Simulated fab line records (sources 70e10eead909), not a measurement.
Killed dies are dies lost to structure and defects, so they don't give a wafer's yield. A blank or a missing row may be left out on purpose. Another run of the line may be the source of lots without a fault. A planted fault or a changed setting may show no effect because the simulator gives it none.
fab line records | flow nand-harc
[record] lots = 6 | wafers = 18 | last-day = 33
route steps=1302 shown P_CONTACT@241 P_M0@253 END@1302
lots that met no fault: from a run of the same line without faults
start-h: hours from the record's first day to the start of the lot's first wafer shown | wait-h: hours elapsed since this lot's preceding step | " unchanged from the row above | L1.1+2: one row covering several wafers at once | - no value, or no start was given | * or withheld: withheld | < > ~ a bound
route shown NAME@n: names a module that has steps shown in the file, with the first one's number in the route | usual: mean and standard deviation over wafers with no fault | same: alike in all rows | chamber/n: place in a boat | sites: readings site by site | _std_site: the standard deviation of these | _edge_site: mean of outer sites minus mean of inner sites | radius-mm: how far each site lies from the wafer's centre | mask NAME#n: copy n | behind: tool/chamber where the wafer was last shaped | hold: why the lot went on hold/how many hours it stayed there/how the hold came to an end | device: the transistor (n, p or np) that didn't switch | end of line: at the end of the route, the tests of the same wafers | step lacking rows: just its recipe | killed: dies that structure and defects cost at the first sort, which is not the same as the wafer's yield | map: a wafer's dies, marking killed ones x, the rest . and places with no die _
set.NAME: the run value of the setting; set.NAME@STEP: its run value at that earlier step | model.NAME: the simulator's own value behind a step, which no gauge read
lots at some steps of the route; a table a step, a row a wafer
services: when a tool's chamber went out of use (start-h, in hours from the record's first day, below 0 if earlier), for how many hours, and the reason
[[steps]]
[step NHARC_P_CONTACT_CD_MEAS_19]
[usual] cd-nm = 89.4/1.4
lot.wafer | tool      | chamber | start-h | wait-h | cd-nm
L185.1    | cd-sem-02 | -       | 124.90  | -      | 89.8
L185.2    | "         | -       | "       | "      | 90.3
L185.3    | "         | -       | "       | "      | 90.3
L188.1    | cd-sem-01 | -       | 145.21  | -      | 91.6
L188.3    | "         | -       | "       | "      | 88.5
L188.6    | "         | -       | "       | "      | 87.9
L189.2    | cd-sem-02 | -       | 159.42  | -      | 89.5
L189.3    | "         | -       | "       | "      | 90.2
L189.6    | "         | -       | "       | "      | 87.2
L203.1    | cd-sem-03 | -       | 307.15  | -      | 89.3
L203.2    | "         | -       | "       | "      | 90.9
L203.6    | "         | -       | "       | "      | 88.5
L206.1    | cd-sem-02 | -       | 325.79  | -      | 87.7
L206.3    | "         | -       | "       | "      | 94.2
L206.4    | "         | -       | "       | "      | 88.0
L208.1    | cd-sem-01 | -       | 345.49  | -      | 90.9
L208.2    | "         | -       | "       | "      | 92.3
L208.5    | "         | -       | "       | "      | 89.7
[step NHARC_P_CONTACT_STRIP_28]
[recipe] o2-flow-sccm = 500 | ar-flow-sccm = 0 | bias-w = 0 | chemistry = O2
[usual] drypump-motor-current-A = 5.8/0.33 | oes-product-au = 1.000/0.0093 | rf-vpp-V = 57.8/0.88 | showerhead-plenum-p-Torr = 3.50/0.17 | throttle-valve-pct = 17.037/0.008
lot.wafer | tool        | chamber | start-h | wait-h | drypump-motor-current-A | oes-product-au | rf-hours-counter-h | rf-vpp-V | showerhead-plenum-p-Torr | throttle-valve-pct
L185.2    | rie-diel-09 | 0       | 124.98  | 0.1    | 5.8                     | 0.986          | 5.0                | 58.0     | 3.35                     | 17.041
L185.1    | "           | 2       | "       | "      | 5.9                     | 1.008          | 4.6                | 56.6     | 3.74                     | 17.039
L185.3    | "           | 2       | "       | "      | 5.9                     | 1.002          | -                  | 59.1     | 3.74                     | 17.048
L188.3    | rie-diel-04 | 0       | 145.31  | 0.1    | 5.7                     | 1.000          | 7.8                | 57.7     | 3.57                     | 17.044
L188.1    | "           | 1       | "       | "      | 6.1                     | 0.992          | 7.9                | 56.3     | 3.31                     | 17.052
L188.6    | "           | 1       | "       | "      | 6.1                     | 0.976          | -                  | 57.5     | 3.31                     | 17.051
L189.2    | rie-diel-04 | 0       | 159.49  | 0.1    | 5.7                     | 0.993          | 8.1                | 57.8     | 3.57                     | 17.046
L189.3    | "           | 1       | "       | "      | 6.1                     | 0.995          | 8.2                | 57.1     | 3.31                     | 17.035
L189.6    | "           | 0       | "       | "      | 5.7                     | 0.992          | -                  | 58.1     | 3.57                     | 17.031
L203.1    | rie-diel-09 | 2       | 307.25  | 0.1    | 5.9                     | 1.010          | 3.7                | 60.1     | 3.74                     | 17.050
L203.2    | "           | 3       | "       | "      | 5.4                     | 1.005          | 6.2                | 59.2     | 3.77                     | 17.044
L203.6    | "           | 1       | "       | "      | 6.1                     | 0.996          | -                  | 58.0     | 3.36                     | 17.040
L206.3    | rie-diel-10 | 3       | 325.86  | 0.1    | 5.0                     | 1.007          | 1.2                | 57.3     | 3.33                     | 17.032
L206.1    | "           | 0       | "       | "      | 5.6                     | 1.004          | 1.1                | 58.1     | 3.76                     | 17.044
L206.4    | "           | 2       | "       | "      | 5.3                     | 1.009          | 1.2                | 57.5     | 3.40                     | 17.030
L208.2    | rie-diel-09 | 1       | 345.58  | 0.1    | 6.0                     | 0.993          | 0.3                | 57.7     | 3.36                     | 17.029
L208.1    | "           | 2       | "       | "      | 5.9                     | 1.014          | 0.3                | 58.7     | 3.73                     | 17.025
L208.5    | "           | 0       | "       | "      | 5.8                     | 1.014          | -                  | 57.9     | 3.35                     | 17.026
[step NHARC_P_CONTACT_STRIP_29]
[recipe] time-s = 1200 | temp-c = 72.5 | chemistry = post-etch-residue-remover
[step NHARC_P_CONTACT_DEGAS_38]
[recipe] temp-c = 300 | time-s = 60
[usual] heater-power-w = 453/53
lot.wafer | tool           | chamber | start-h | wait-h | heater-power-w
L185.1    | pvd-sputter-03 | -       | 125.71  | -      | 517
L185.3    | "              | -       | "       | "      | 475
L185.2    | "              | -       | "       | "      | 476
L188.1    | pvd-sputter-01 | -       | 145.95  | -      | 384
L188.3    | "              | -       | "       | "      | 414
L188.6    | "              | -       | "       | "      | 471
L189.3    | pvd-sputter-01 | -       | 160.18  | -      | 471
L189.2    | "              | -       | "       | "      | 405
L189.6    | "              | -       | "       | "      | 493
L203.2    | pvd-sputter-03 | -       | 307.87  | -      | 485
L203.1    | "              | -       | "       | "      | 387
L203.6    | "              | -       | "       | "      | 501
L206.1    | pvd-sputter-03 | -       | 326.50  | -      | 485
L206.4    | "              | -       | "       | "      | 502
L206.3    | "              | -       | "       | "      | 482
L208.2    | pvd-sputter-03 | -       | 346.22  | -      | 480
L208.1    | "              | -       | "       | "      | 486
L208.5    | "              | -       | "       | "      | 379
[step NHARC_P_CONTACT_PRE_CLEAN_39]
[recipe] time-s = 19.5 | bias-v = 250 | gas = Ar
[step NHARC_P_CONTACT_PVD_32]
[recipe] target-thk-a = 50 | chamber-pressure-pa = 5 | power-w = 5000 | substrate-temp-c = 200 | time-s = 17.7 | material = Ti
[usual] cathode-dc-power-W = 5000.1/0.91 | throttle-valve-pct = 30.2/0.97
lot.wafer | tool           | chamber | start-h | wait-h | cathode-dc-power-W | throttle-valve-pct
L185.2    | pvd-sputter-03 | -       | -       | -      | 4998.7             | 30.1
L185.3    | "              | -       | "       | "      | 4998.5             | 32.0
L185.1    | "              | -       | "       | "      | 4999.9             | 29.3
L188.3    | pvd-sputter-01 | -       | -       | -      | 4999.7             | 31.7
L188.1    | "              | -       | "       | "      | 4997.8             | 31.0
L188.6    | "              | -       | "       | "      | 5001.4             | 31.1
L189.3    | pvd-sputter-01 | -       | -       | -      | 5001.1             | 30.9
L189.2    | "              | -       | "       | "      | 4999.0             | 29.5
L189.6    | "              | -       | "       | "      | 5000.8             | 31.1
L203.1    | pvd-sputter-03 | -       | -       | -      | 4999.4             | 31.6
L203.2    | "              | -       | "       | "      | 5001.2             | 30.2
L203.6    | "              | -       | "       | "      | 5001.0             | 29.5
L206.3    | pvd-sputter-03 | -       | -       | -      | 5000.2             | 30.0
L206.1    | "              | -       | "       | "      | 5001.2             | 31.8
L206.4    | "              | -       | "       | "      | 5000.6             | 29.5
L208.2    | pvd-sputter-03 | -       | -       | -      | 4998.9             | 30.4
L208.1    | "              | -       | "       | "      | 5001.3             | 31.3
L208.5    | "              | -       | "       | "      | 4999.4             | 29.4
[step NHARC_P_CONTACT_ALD_22]
[recipe] target-thk-a = 30 | pulse-time-s = 1 | ald-cycles = 150 | temp-c = 450 | material = TiN
[usual] heater-power-w = 1076/74 | precursor-pulse-height-rel = 1.001/0.019
[same] pulse-time-s = 1
lot.wafer | tool         | chamber | start-h | wait-h | heater-power-w | precursor-pulse-height-rel
L185.3    | ald-metal-02 | 1       | 125.95  | -      | 1084           | 0.995
L185.1    | "            | 3       | "       | "      | 1011           | 0.988
L185.2    | "            | 0       | "       | "      | 1041           | 0.995
L188.1    | ald-metal-02 | 1       | 146.21  | -      | 1065           | 0.948
L188.3    | "            | 2       | "       | "      | 1109           | 1.038
L188.6    | "            | 1       | "       | "      | 1102           | 0.986
L189.3    | ald-metal-02 | 0       | 160.42  | -      | 1031           | 0.986
L189.2    | "            | 2       | "       | "      | 1101           | 0.975
L189.6    | "            | 0       | "       | "      | 1038           | 0.969
L203.2    | ald-metal-04 | 1       | 308.11  | -      | 996            | 0.978
L203.1    | "            | 2       | "       | "      | 1097           | 0.972
L203.6    | "            | 2       | "       | "      | 1118           | 0.987
L206.1    | ald-metal-02 | 2       | 326.76  | -      | 1044           | 0.983
L206.3    | "            | 3       | "       | "      | 963            | 0.987
L206.4    | "            | 0       | "       | "      | 1063           | 1.027
L208.2    | ald-metal-02 | 1       | 346.49  | -      | 1092           | 1.022
L208.1    | "            | 2       | "       | "      | 1073           | 0.970
L208.5    | "            | 3       | "       | "      | 952            | 0.987
[step NHARC_P_CONTACT_CVD_23]
[recipe] target-thk-a = 2000 | temp-c = 300 | pressure-torr = 40 | wf6-flow-sccm = 40 | h2-flow-sccm = 1600 | ar-flow-sccm = 1560 | time-s = 557 | material = W
[step NHARC_P_CONTACT_CMP_24]
[recipe] t-overpolish-s = 30 | target-thk-nm = 200
[usual] motor-current-A = 12.5/1.2 | overpolish-run-s = 30.001/0.0087 | slurry-flow-ml-min = 150.0/0.49 | time-to-endpoint-s = 41/3.8
lot.wafer | tool   | chamber | start-h | wait-h | motor-current-A | overpolish-run-s | slurry-flow-ml-min | time-to-endpoint-s
L185.2    | cmp-04 | 1       | 126.80  | 0.5    | 14.0            | 30.003           | 149.3              | 46
L185.1    | "      | 2       | "       | "      | 13.9            | 29.990           | 150.2              | 44
L185.3    | "      | 0       | "       | "      | 12.9            | 30.007           | 150.0              | 44
L188.3    | cmp-01 | 3       | 147.04  | 0.3    | 11.9            | 30.004           | 150.3              | 40
L188.1    | "      | 1       | "       | "      | 10.0            | 30.013           | 150.2              | 36
L188.6    | "      | 3       | "       | "      | 12.7            | 30.009           | 150.6              | 40
L189.3    | cmp-01 | 3       | 161.26  | 0.4    | 12.8            | 29.991           | 150.0              | 42
L189.2    | "      | 2       | "       | "      | 13.9            | 30.004           | 150.1              | 40
L189.6    | "      | 3       | "       | "      | 12.5            | 30.005           | 149.9              | 38
L203.2    | cmp-01 | 3       | 309.01  | 0.5    | 12.8            | 29.997           | 149.3              | 37
L203.1    | "      | 0       | "       | "      | 13.5            | 29.993           | 149.7              | 35
L203.6    | "      | 1       | "       | "      | 9.9             | 29.994           | 149.1              | 35
L206.1    | cmp-01 | 1       | 327.59  | 0.6    | 9.8             | 30.022           | 150.1              | 35
L206.4    | "      | 3       | "       | "      | 12.8            | 30.004           | 150.2              | 41
L206.3    | "      | 0       | "       | "      | 13.2            | 30.017           | 149.5              | 39
L208.2    | cmp-02 | 0       | 347.31  | 0.6    | 13.0            | 29.995           | 150.6              | 42
L208.1    | "      | 1       | "       | "      | 13.1            | 29.996           | 149.5              | 36
L208.5    | "      | 0       | "       | "      | 13.0            | 29.993           | 150.5              | 41
[step NHARC_P_CONTACT_SRD_26]
[step NHARC_P_CONTACT_INSPECT_27]
[usual] raw-defect-count = 301/120
lot.wafer | tool              | chamber | start-h | wait-h | raw-defect-count
L185.1    | defect-inspect-01 | -       | 127.20  | 0.1    | 350
L185.2    | "                 | -       | "       | "      | 300
L185.3    | "                 | -       | "       | "      | 418
L188.1    | defect-inspect-01 | -       | 147.45  | 0.1    | 209
L188.3    | "                 | -       | "       | "      | 279
L188.6    | "                 | -       | "       | "      | 197
L189.2    | defect-inspect-02 | -       | 161.66  | 0.1    | 373
L189.3    | "                 | -       | "       | "      | 294
L189.6    | "                 | -       | "       | "      | 423
L203.1    | defect-inspect-01 | -       | 309.36  | 0.1    | 469
L203.2    | "                 | -       | "       | "      | 242
L203.6    | "                 | -       | "       | "      | 295
L206.1    | defect-inspect-01 | -       | 327.99  | 0.1    | 283
L206.3    | "                 | -       | "       | "      | 292
L206.4    | "                 | -       | "       | "      | 245
L208.1    | defect-inspect-01 | -       | 347.69  | 0.1    | 130
L208.2    | "                 | -       | "       | "      | 336
L208.5    | "                 | -       | "       | "      | 233
[step NHARC_P_M0_DEP_00]
[recipe] target-thk-a = 1500 | target-thk-nm = 150 | temp-c = withheld | pressure-torr = 5 | flow-sccm = 200 | rf-w = 600 | material = SiOC
[usual] rf-fwd-power-W = 599.0/1.8
lot.wafer | tool     | chamber | start-h | wait-h | rf-fwd-power-W
L185.2    | pecvd-04 | 1       | 127.28  | 0.1    | 597.4
L185.1    | "        | 2       | "       | "      | 599.7
L185.3    | "        | 0       | "       | "      | 598.7
L188.3    | pecvd-04 | 0       | 147.51  | 0.1    | 601.2
L188.1    | "        | 2       | "       | "      | 598.6
L188.6    | "        | 1       | "       | "      | 599.8
L189.3    | pecvd-04 | 2       | 161.78  | 0.1    | 599.0
L189.2    | "        | 0       | "       | "      | 598.8
L189.6    | "        | 2       | "       | "      | 600.2
L203.2    | pecvd-01 | 1       | 309.43  | 0.1    | 597.7
L203.1    | "        | 2       | "       | "      | 601.2
L203.6    | "        | 2       | "       | "      | 602.2
L206.3    | pecvd-01 | 0       | 328.06  | 0.1    | 600.2
L206.1    | "        | 1       | "       | "      | 600.4
L206.4    | "        | 0       | "       | "      | 599.3
L208.2    | pecvd-04 | 2       | 347.80  | 0.1    | 602.8
L208.1    | "        | 0       | "       | "      | 598.6
L208.5    | "        | 1       | "       | "      | 600.3
[step NHARC_P_M0_DEHYDRATE_01]
[recipe] temp-c = 150 | time-s = 120
[step NHARC_P_M0_HMDS_02]
[recipe] time-s = 30
[step NHARC_P_M0_COAT_33]
[recipe] temp-c = 200 | time-s = 65
[step NHARC_P_M0_COAT_03]
[recipe] spin-rpm = 1500 | resist-thk-nm = 90
[step NHARC_P_M0_SOFTBAKE_04]
[recipe] temp-c = 105 | time-s = 55
[step NHARC_P_M0_EBR_05]
[step NHARC_P_M0_EXPOSE_06]
[recipe] na = 1.35 | target-cd-nm = 90 | dose-mj = 81.28 | mask-id = P_M0
[step NHARC_P_M0_PEB_07]
[recipe] peb-temp-c = 100 | peb-time-s = 65
[step NHARC_P_M0_DEVELOP_08]
[recipe] develop-time-s = 35 | dev-temp-c = 23
[step NHARC_P_M0_CD_MEAS_09]
[recipe] target-cd-nm = 90 | landing-energy-ev = 500
[usual] cd-nm = 89.9/0.7
lot.wafer | tool      | chamber | start-h | wait-h | cd-nm
L185.1    | cd-sem-03 | 0       | 127.98  | -      | 90.2
L185.2    | "         | 0       | "       | "      | 90.3
L185.3    | "         | 0       | "       | "      | 90.7
L188.1    | cd-sem-03 | 0       | 148.35  | -      | 88.9
L188.3    | "         | 0       | "       | "      | 89.5
L188.6    | "         | 0       | "       | "      | 89.6
L189.2    | cd-sem-03 | 0       | 162.56  | -      | 90.1
L189.3    | "         | 0       | "       | "      | 90.3
L189.6    | "         | 0       | "       | "      | 90.3
L203.1    | cd-sem-03 | 0       | 310.26  | -      | 89.8
L203.2    | "         | 0       | "       | "      | 89.9
L203.6    | "         | 0       | "       | "      | 90.1
L206.1    | cd-sem-01 | 0       | 328.90  | -      | 89.5
L206.3    | "         | 0       | "       | "      | 88.4
L206.4    | "         | 0       | "       | "      | 87.8
L208.1    | cd-sem-01 | 0       | 348.59  | -      | 91.3
L208.2    | "         | 0       | "       | "      | 90.7
L208.5    | "         | 0       | "       | "      | 90.1
[step NHARC_P_M0_OVL_MEAS_10]
[recipe] pitch-nm = 180
[usual] overlay-x-nm = -0.2/0.75 | overlay-y-nm = 0.4/0.76
lot.wafer | tool       | chamber | start-h | wait-h | overlay-x-nm | overlay-y-nm
L185.1    | overlay-01 | -       | 128.08  | -      | 0.6          | 0.4
L185.2    | "          | -       | "       | "      | 0.6          | 0.2
L185.3    | "          | -       | "       | "      | 0.5          | -0.1
L188.1    | overlay-01 | -       | 148.43  | -      | 1.0          | 0.3
L188.3    | "          | -       | "       | "      | 0.5          | -0.3
L188.6    | "          | -       | "       | "      | 0.3          | 0.2
L189.2    | overlay-01 | -       | 162.65  | -      | 0.5          | -0.4
L189.3    | "          | -       | "       | "      | -0.1         | -0.5
L189.6    | "          | -       | "       | "      | 0.3          | -0.1
L203.1    | overlay-02 | -       | 310.35  | -      | -1.3         | 0.2
L203.2    | "          | -       | "       | "      | -1.1         | -0.1
L203.6    | "          | -       | "       | "      | -1.5         | 0.0
L206.1    | overlay-02 | -       | 328.98  | -      | 0.8          | 0.8
L206.3    | "          | -       | "       | "      | 0.8          | 1.2
L206.4    | "          | -       | "       | "      | 1.2          | 0.5
L208.1    | overlay-01 | -       | 348.67  | -      | 0.5          | -0.1
L208.2    | "          | -       | "       | "      | 0.8          | -0.3
L208.5    | "          | -       | "       | "      | 0.2          | -0.7
[step NHARC_P_M0_INSPECT_11]
[usual] raw-defect-count = 4.5/2.6
lot.wafer | tool              | chamber | start-h | wait-h | hold                     | raw-defect-count
L185.1    | defect-inspect-01 | -       | 128.11  | 0.0    | -                        | 2
L185.2    | "                 | -       | "       | "      | -                        | 4
L185.3    | "                 | -       | "       | "      | -                        | 2
L188.1    | defect-inspect-01 | -       | 148.47  | 0.0    | await-dispo/0.2h/release | 362
L188.3    | "                 | -       | "       | "      | await-dispo/0.2h/release | 376
L188.6    | "                 | -       | "       | "      | await-dispo/0.2h/release | 342
L188.1    | defect-inspect-01 | -       | 148.64  | 0.2    | -                        | 359
L188.3    | "                 | -       | "       | "      | -                        | 378
L188.6    | "                 | -       | "       | "      | -                        | 338
L189.2    | defect-inspect-01 | -       | 162.69  | 0.0    | await-dispo/0.2h/release | 388
L189.3    | "                 | -       | "       | "      | await-dispo/0.2h/release | 403
L189.6    | "                 | -       | "       | "      | await-dispo/0.2h/release | 376
L189.2    | defect-inspect-01 | -       | 162.86  | 0.2    | -                        | 394
L189.3    | "                 | -       | "       | "      | -                        | 406
L189.6    | "                 | -       | "       | "      | -                        | 369
L203.1    | defect-inspect-02 | -       | 310.39  | 0.0    | -                        | 2
L203.2    | "                 | -       | "       | "      | -                        | 5
L203.6    | "                 | -       | "       | "      | -                        | 6
L206.1    | defect-inspect-02 | -       | 329.02  | 0.0    | -                        | 9
L206.3    | "                 | -       | "       | "      | -                        | 12
L206.4    | "                 | -       | "       | "      | -                        | 13
L208.1    | defect-inspect-01 | -       | 348.71  | 0.0    | -                        | 3
L208.2    | "                 | -       | "       | "      | -                        | 3
L208.5    | "                 | -       | "       | "      | -                        | 3
[step NHARC_END_SORT_01]
[recipe] temp-c = 25
[usual] defect-limited-yield = 91.6/2.8 | killed-at-array = 52/18 | killed-at-other = 0.6/1.1 | killed-at-periphery = 3.7/2.4 | killed-dies = 57/19 | killed-open = 3.1/1.7 | killed-short = 2.5/1.7 | sort_bin_2_pct = 3.0/1.2 | sort_bin_3_pct = 0.6/0.38 | sort_bin_4_pct = 4.8/1.7 | sort-n-pass = 620/19 | sort-rim-yield-pct = 91/4.1 | sort-yield-pct = 91.6/2.8
[same] gross-dies = 677 | sort_bin_5_pct[%] = 0 | sort_bin_6_pct[%] = 0 | sort_bin_7_pct[%] = 0 | sort_bin_8_pct[%] = 0 | sort-rim-n-gross = 106.00
lot.wafer | tool      | chamber | start-h | wait-h | defect-limited-yield[%] | killed-at-array | killed-at-other | killed-at-periphery | killed-dies | killed-open | killed-short | sort_bin_2_pct[%] | sort_bin_3_pct[%] | sort_bin_4_pct[%] | sort-n-pass | sort-rim-yield-pct[%] | sort-yield-pct[%]
L185.1    | prober-01 | 0       | 584.73  | 2.5    | 92.2                    | 51              | 0               | 2                   | 53          | 2           | 2            | 1.5               | 0.4               | 5.9               | 624         | 96                    | 92.2
L185.2    | prober-01 | 0       | 585.53  | 2.8    | 92.8                    | 47              | 0               | 2                   | 49          | 2           | 6            | 3.2               | 0.3               | 3.7               | 628         | 92                    | 92.8
L185.3    | prober-01 | 0       | 586.33  | 3.1    | 93.4                    | 41              | 0               | 4                   | 45          | 4           | 3            | 1.9               | 0.1               | 4.6               | 632         | 96                    | 93.4
L203.1    | prober-02 | 0       | 750.45  | 2.5    | 90.0                    | 61              | 0               | 7                   | 68          | 3           | 5            | 3.7               | 0.9               | 5.5               | 609         | 92                    | 90.0
L203.2    | prober-02 | 0       | 751.24  | 2.8    | 90.5                    | 59              | 0               | 5                   | 64          | 1           | 3            | 4.1               | 0.6               | 4.7               | 613         | 94                    | 90.5
L203.6    | prober-02 | 0       | 754.41  | 4.0    | 89.5                    | 62              | 1               | 8                   | 71          | 4           | 5            | 4.3               | 0.7               | 5.5               | 606         | 87                    | 89.5
L208.1    | prober-01 | 0       | 794.56  | 2.5    | 91.4                    | 52              | 2               | 4                   | 58          | 3           | 1            | 3.0               | 1.2               | 4.4               | 619         | 91                    | 91.4
L208.2    | prober-01 | 0       | 795.37  | 2.8    | 89.1                    | 72              | 0               | 2                   | 74          | 6           | 3            | 3.7               | 0.9               | 6.4               | 603         | 90                    | 89.1
L208.5    | prober-01 | 0       | 797.79  | 3.7    | 90.7                    | 59              | 1               | 3                   | 63          | 0           | 7            | 2.5               | 0.9               | 5.9               | 614         | 92                    | 90.7
// killed by level:class
L185.1 A_SLIT:chamber-film-flake=26 A_STAIRCASE:chamber-film-flake=8 A_CHANNEL_HOLE_D2:chamber-film-flake=7 A_CONTACT:chamber-film-flake=4 P_M1:geometric-particle:open=1 A_CHANNEL_HOLE_D1:geometric-particle:open=1 A_ONON_D2:geometric-particle:short=1 A_WL_FILL:geometric-particle:short=1
L185.2 A_SLIT:chamber-film-flake=27 A_CHANNEL_HOLE_D2:chamber-film-flake=5 A_CHANNEL_FILL_D1:geometric-particle:short=3 A_STAIRCASE:chamber-film-flake=3 A_CONTACT:chamber-film-flake=3 P_M0:geometric-particle:short=1 A_SOURCE_PLATE:geometric-particle:open=1 A_ONON_D2:geometric-particle:open=1
L185.3 A_SLIT:chamber-film-flake=20 A_CHANNEL_HOLE_D2:chamber-film-flake=6 A_STAIRCASE:chamber-film-flake=3 A_CONTACT:chamber-film-flake=3 A_M0:geometric-particle:open=2 P_ZERO_WELL:chamber-film-flake=2 A_CHANNEL_HOLE_D1:chamber-film-flake=2 P_M0:geometric-particle:open=1
L203.1 A_SLIT:chamber-film-flake=22 A_CHANNEL_HOLE_D2:chamber-film-flake=17 A_CHANNEL_HOLE_D1:chamber-film-flake=11 P_M0:geometric-particle:open=2 P_GATE:chamber-film-flake=2 P_M2:chamber-film-flake=2 A_CONTACT:chamber-film-flake=2 P_CONTACT:geometric-particle:open=1
L203.2 A_SLIT:chamber-film-flake=21 A_CHANNEL_HOLE_D2:chamber-film-flake=19 A_CHANNEL_HOLE_D1:chamber-film-flake=12 P_M2:chamber-film-flake=3 P_GATE:chamber-film-flake=2 A_SOURCE_PLATE:geometric-particle:short=1 A_ONON_D2:geometric-particle:short=1 A_WL_FILL:geometric-particle:short=1
L203.6 A_SLIT:chamber-film-flake=29 A_CHANNEL_HOLE_D2:chamber-film-flake=15 A_CHANNEL_HOLE_D1:chamber-film-flake=6 P_GATE:chamber-film-flake=5 A_CHANNEL_FILL_D1:geometric-particle:short=3 A_CHANNEL_FILL_D2:chamber-film-flake=3 P_M2:chamber-film-flake=2 A_DECK1_JOINT:chamber-film-flake=2
L208.1 A_SLIT:chamber-film-flake=23 A_CHANNEL_HOLE_D2:chamber-film-flake=14 A_CONTACT:chamber-film-flake=6 A_STAIRCASE:chamber-film-flake=3 P_ZERO_WELL:chamber-film-flake=2 A_DECK1_JOINT:chamber-film-flake=2 THIN_TSV:chamber-film-flake=2 P_M2:geometric-particle:open=1
L208.2 A_SLIT:chamber-film-flake=26 A_CHANNEL_HOLE_D2:chamber-film-flake=25 A_CONTACT:chamber-film-flake=7 A_CHANNEL_FILL_D2:geometric-particle:open=3 A_WL_FILL:geometric-particle:short=2 A_DECK1_JOINT:chamber-film-flake=2 A_STAIRCASE:chamber-film-flake=2 P_M0:geometric-particle:open=1
L208.5 A_SLIT:chamber-film-flake=26 A_CHANNEL_HOLE_D2:chamber-film-flake=15 A_CONTACT:chamber-film-flake=7 P_M0:geometric-particle:short=2 A_WL_FILL:geometric-particle:short=2 A_STAIRCASE:chamber-film-flake=2 A_BLC:chamber-film-flake=2 A_CHANNEL_FILL_D1:geometric-particle:short=1
[[services]]
tool           | chamber | start-h | hours | kind
cmp-01         | -       | 106.24  | 0.8   | repair
rie-diel-04    | 0       | 108.33  | 6.1   | repair
rie-diel-09    | 1       | 109.73  | 29.0  | repair
pecvd-01       | 0       | 114.49  | 4.6   | repair
rie-diel-09    | 2       | 114.84  | 2.4   | repair
rie-diel-09    | 3       | 119.65  | 7.7   | repair
cmp-01         | -       | 128.11  | 1.0   | repair
ald-metal-02   | -       | 135.80  | 1.0   | repair
rie-diel-09    | -       | 143.10  | 9.0   | pm
pvd-sputter-03 | -       | 170.00  | 10.0  | pm
cmp-01         | -       | 188.51  | 4.0   | pm
rie-diel-09    | 0       | 217.04  | 7.0   | repair
rie-diel-09    | 0       | 224.60  | 40.6  | repair
rie-diel-09    | 1       | 237.58  | 6.7   | repair
rie-diel-09    | 2       | 239.99  | 12.1  | repair
rie-diel-09    | -       | 246.21  | 0.8   | repair
pvd-sputter-01 | -       | 250.30  | 10.0  | pm
ald-metal-02   | -       | 254.00  | 10.0  | pm
ald-metal-02   | 3       | 266.24  | 27.7  | repair
pecvd-04       | -       | 269.00  | 13.0  | pm
cmp-01         | -       | 286.51  | 4.0   | pm
pecvd-04       | 2       | 318.15  | 5.7   | repair
rie-diel-09    | -       | 320.10  | 9.0   | pm
cmp-01         | -       | 328.24  | 18.1  | repair
[[key]]
[first-sign] step = NHARC_P_M0_INSPECT_11 | reading = visit | direction = added
[effect] step = NHARC_P_M0_INSPECT_11 | reading = raw-defect-count | direction = up | sigmas = 99+ | usual = 4.5 | struck = 374.5
met-at NHARC_P_M0_DEP_00
struck-wafers L188.1,L188.3,L188.6,L189.2,L189.3,L189.6
scrapped-behind NHARC_P_M0_INSPECT_11 L188.1,L188.3,L188.6,L189.2,L189.3,L189.6
onset-between 127.28 147.51
also-fits NHARC_P_CONTACT_STRIP_28:rie-diel-04,NHARC_P_CONTACT_DEGAS_38:pvd-sputter-01,NHARC_P_CONTACT_PVD_32:pvd-sputter-01
[fault] kind = chamber-particle-source | tool = pecvd-04 | chamber = - | onset-h = 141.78 | steps = NHARC_P_M0_DEP_00 | rate-per-visit-cm2 = 0.58032 | end-h = 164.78
